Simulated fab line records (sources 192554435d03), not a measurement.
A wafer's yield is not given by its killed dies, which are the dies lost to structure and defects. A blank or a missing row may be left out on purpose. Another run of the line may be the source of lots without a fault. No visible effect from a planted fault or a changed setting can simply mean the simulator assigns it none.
Lot-split experiment / flow n5_finfet / 7 lots, 21 wafers read, on a route of 1938 steps

== SPLIT DETAILS ==
At N5_BEOL_M13_SPUTTER_43 (material TaN, target thk 15 nm, time 24.19 s), the setting time_s was moved away from the recipe's 24.19 s on 10 of the 21 wafers read, by -10.2% to +14.8%. This setting was run at the recipe's value on the other wafers.

Reading taken at the split's own step.

== THE READING ==
TaN_of_BEOL_M13_SPUTTER_43.thk_nm (the simulator's own value, which no gauge read), in nm, at N5_BEOL_M13_SPUTTER_43 (material TaN, target thk 15 nm, time 24.19 s). There is no usual value for it anywhere in the file. The 11 wafers here that ran the recipe average 15.1 nm, standard deviation 0.17 nm.

wafer=L074.1; tool, chamber at the split=pvd_sputter-01, -; time_s as run, s=23.28; against the recipe=-3.8%; TaN_of_BEOL_M13_SPUTTER_43.thk_nm, nm=14.4; against lot-mates on the recipe=-0.6
wafer=L074.6; tool, chamber at the split=pvd_sputter-01, -; time_s as run, s=23.28; against the recipe=-3.8%; TaN_of_BEOL_M13_SPUTTER_43.thk_nm, nm=14.4; against lot-mates on the recipe=-0.6
wafer=L074.5; tool, chamber at the split=pvd_sputter-01, -; time_s as run, s=24.19; against the recipe=recipe; TaN_of_BEOL_M13_SPUTTER_43.thk_nm, nm=15; against lot-mates on the recipe=-
wafer=L075.1; tool, chamber at the split=pvd_sputter-03, -; time_s as run, s=24.19; against the recipe=recipe; TaN_of_BEOL_M13_SPUTTER_43.thk_nm, nm=15.4; against lot-mates on the recipe=-
wafer=L075.4; tool, chamber at the split=pvd_sputter-03, -; time_s as run, s=24.19; against the recipe=recipe; TaN_of_BEOL_M13_SPUTTER_43.thk_nm, nm=15.2; against lot-mates on the recipe=-
wafer=L075.5; tool, chamber at the split=pvd_sputter-03, -; time_s as run, s=24.19; against the recipe=recipe; TaN_of_BEOL_M13_SPUTTER_43.thk_nm, nm=15; against lot-mates on the recipe=-
wafer=L080.3; tool, chamber at the split=pvd_sputter-03, -; time_s as run, s=22.83; against the recipe=-5.6%; TaN_of_BEOL_M13_SPUTTER_43.thk_nm, nm=14.4; against lot-mates on the recipe=-0.8
wafer=L080.4; tool, chamber at the split=pvd_sputter-03, -; time_s as run, s=22.83; against the recipe=-5.6%; TaN_of_BEOL_M13_SPUTTER_43.thk_nm, nm=14.2; against lot-mates on the recipe=-1.0
wafer=L080.6; tool, chamber at the split=pvd_sputter-03, -; time_s as run, s=24.19; against the recipe=recipe; TaN_of_BEOL_M13_SPUTTER_43.thk_nm, nm=15.2; against lot-mates on the recipe=-
wafer=L085.2; tool, chamber at the split=pvd_sputter-02, -; time_s as run, s=21.72; against the recipe=-10.2%; TaN_of_BEOL_M13_SPUTTER_43.thk_nm, nm=13.4; against lot-mates on the recipe=-1.6
wafer=L085.6; tool, chamber at the split=pvd_sputter-02, -; time_s as run, s=21.72; against the recipe=-10.2%; TaN_of_BEOL_M13_SPUTTER_43.thk_nm, nm=13.4; against lot-mates on the recipe=-1.6
wafer=L085.3; tool, chamber at the split=pvd_sputter-02, -; time_s as run, s=24.19; against the recipe=recipe; TaN_of_BEOL_M13_SPUTTER_43.thk_nm, nm=15; against lot-mates on the recipe=-
wafer=L086.1; tool, chamber at the split=pvd_sputter-02, -; time_s as run, s=24.19; against the recipe=recipe; TaN_of_BEOL_M13_SPUTTER_43.thk_nm, nm=14.8; against lot-mates on the recipe=-
wafer=L086.2; tool, chamber at the split=pvd_sputter-02, -; time_s as run, s=24.19; against the recipe=recipe; TaN_of_BEOL_M13_SPUTTER_43.thk_nm, nm=14.8; against lot-mates on the recipe=-
wafer=L086.4; tool, chamber at the split=pvd_sputter-02, -; time_s as run, s=24.19; against the recipe=recipe; TaN_of_BEOL_M13_SPUTTER_43.thk_nm, nm=15; against lot-mates on the recipe=-
wafer=L088.2; tool, chamber at the split=pvd_sputter-03, -; time_s as run, s=22.38; against the recipe=-7.5%; TaN_of_BEOL_M13_SPUTTER_43.thk_nm, nm=13.8; against lot-mates on the recipe=-1.4
wafer=L088.4; tool, chamber at the split=pvd_sputter-03, -; time_s as run, s=22.38; against the recipe=-7.5%; TaN_of_BEOL_M13_SPUTTER_43.thk_nm, nm=13.8; against lot-mates on the recipe=-1.4
wafer=L088.5; tool, chamber at the split=pvd_sputter-03, -; time_s as run, s=24.19; against the recipe=recipe; TaN_of_BEOL_M13_SPUTTER_43.thk_nm, nm=15.2; against lot-mates on the recipe=-
wafer=L092.3; tool, chamber at the split=pvd_sputter-01, -; time_s as run, s=27.77; against the recipe=+14.8%; TaN_of_BEOL_M13_SPUTTER_43.thk_nm, nm=17.2; against lot-mates on the recipe=+2.2
wafer=L092.4; tool, chamber at the split=pvd_sputter-01, -; time_s as run, s=27.77; against the recipe=+14.8%; TaN_of_BEOL_M13_SPUTTER_43.thk_nm, nm=17.4; against lot-mates on the recipe=+2.4
wafer=L092.6; tool, chamber at the split=pvd_sputter-01, -; time_s as run, s=24.19; against the recipe=recipe; TaN_of_BEOL_M13_SPUTTER_43.thk_nm, nm=15; against lot-mates on the recipe=-

THE FIT
A straight line over all 21 wafers: TaN_of_BEOL_M13_SPUTTER_43.thk_nm changes by +0.155 nm for each +1% of time_s; r = +0.99; the points scatter about the line by 0.15 nm.
The same after taking each lot's own level away (the mean of its wafers on the recipe; 21 wafers): +0.16 nm for each +1%; r = +0.99; scatter 0.11 nm.
According to that fit, moving time_s by its largest amount changes the reading by 2.4 nm.
Across the lots, their own levels run from 14.87 to 15.20 nm, a range of 1.9 times the standard deviation given above.
Consequently the slope shifts little with the lot-to-lot level, the two slopes agreeing.
Check: with one of the wafers moved furthest among these (+14.8%) left out of the fit, the line predicts +2.42 nm for it against its lot-mates. It came out at +2.2 nm against them.

== THESE WAFERS: OTHER SPLITS ==
Before the reading, these wafers also passed through other splits. Each is held against what the fit with the lots' levels taken away leaves over:
other split on the same wafers=N5_BEOL_M9_EXPOSE_25 dose_mj; wafers away from the commonest value=8; r with TaN_of_BEOL_M13_SPUTTER_43.thk_nm (lot level and that fit taken away)=-0.33
other split on the same wafers=N5_BEOL_M9_ETCH_66 time_s; wafers away from the commonest value=9; r with TaN_of_BEOL_M13_SPUTTER_43.thk_nm (lot level and that fit taken away)=+0.16
other split on the same wafers=N5_BEOL_M10_COAT_60 spin_rpm; wafers away from the commonest value=3; r with TaN_of_BEOL_M13_SPUTTER_43.thk_nm (lot level and that fit taken away)=+0.10
other split on the same wafers=N5_BEOL_M11_COAT_05 spin_rpm; wafers away from the commonest value=9; r with TaN_of_BEOL_M13_SPUTTER_43.thk_nm (lot level and that fit taken away)=+0.15
other split on the same wafers=N5_BEOL_M11_DESCUM_16 time_s; wafers away from the commonest value=9; r with TaN_of_BEOL_M13_SPUTTER_43.thk_nm (lot level and that fit taken away)=-0.19
other split on the same wafers=N5_BEOL_M13_ETCH_68 time_s; wafers away from the commonest value=8; r with TaN_of_BEOL_M13_SPUTTER_43.thk_nm (lot level and that fit taken away)=-0.04

== FILE'S OWN FIT ==
TaN_of_BEOL_M13_SPUTTER_43.thk_nm changes by +0.16 nm for each +1% of time_s, r = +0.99.
